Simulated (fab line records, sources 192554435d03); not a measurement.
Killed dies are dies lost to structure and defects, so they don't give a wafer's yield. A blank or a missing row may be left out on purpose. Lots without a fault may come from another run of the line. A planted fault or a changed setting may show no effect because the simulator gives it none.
Which tool did it? | flow n5_finfet | 11 lots, 31 wafers sampled, at 1 step of a route of 1938

WHAT THE GAUGES READ, wafer by wafer
N5_BEOL_M15_OVL_MEAS_11. Usual: V14_OVL 1 nm, standard deviation 5.8.
lot  | measured     | on         | V14_OVL (nm) | flag
L185 | day 12 18:41 | overlay-01 | -10 -4 -8    |
L189 | day 13 04:23 | overlay-02 | -7 -10 -1    |
L187 | day 13 09:07 | overlay-01 | -4 2 -1      |
L191 | day 13 09:59 | overlay-02 | -8 -11       |
L188 | day 13 11:32 | overlay-02 | 3 5 -3       |
L194 | day 15 06:23 | overlay-02 | -4 4 2       |
L202 | day 16 09:49 | overlay-01 | 0 5 3        |
L201 | day 16 14:44 | overlay-02 | -7 -7 -1     |
L203 | day 17 09:16 | overlay-01 | 3 -1 -4      |
L205 | day 17 18:15 | overlay-01 | 12 4 6       |
L204 | day 18 17:44 | overlay-01 | 3 9          |

WHICH TOOL RAN EACH LOT (tool, then ch and the chambers of the sampled wafers, then the start)
The record holds no process step before these readings.

WHAT THE TOOLS THEMSELVES READ (means of the sampled wafers that have a number; where no wafer has one, the mark that the record gives instead)
The record holds no such reading with a usual standard deviation.

THE ANSWER, worked out from the rows above alone
Rule: a lot is off if the mean of its wafers that have a number lies more than 3 standard deviations from the usual mean. A lot without any number at a reading at which 4 lots or more have one is off too. The other lots that the step has rows for count as sound. The gauges are gone through in route order, then the tools' own readings, and for those a lot's mean is taken as printed above. The first step at which some lot is off is used, and at that step the reading that is off furthest; a lot without a number counts as furthest.
No lot is off at any reading shown: from this, nothing can be told.

WHAT THE SIMULATOR HAD PUT IN
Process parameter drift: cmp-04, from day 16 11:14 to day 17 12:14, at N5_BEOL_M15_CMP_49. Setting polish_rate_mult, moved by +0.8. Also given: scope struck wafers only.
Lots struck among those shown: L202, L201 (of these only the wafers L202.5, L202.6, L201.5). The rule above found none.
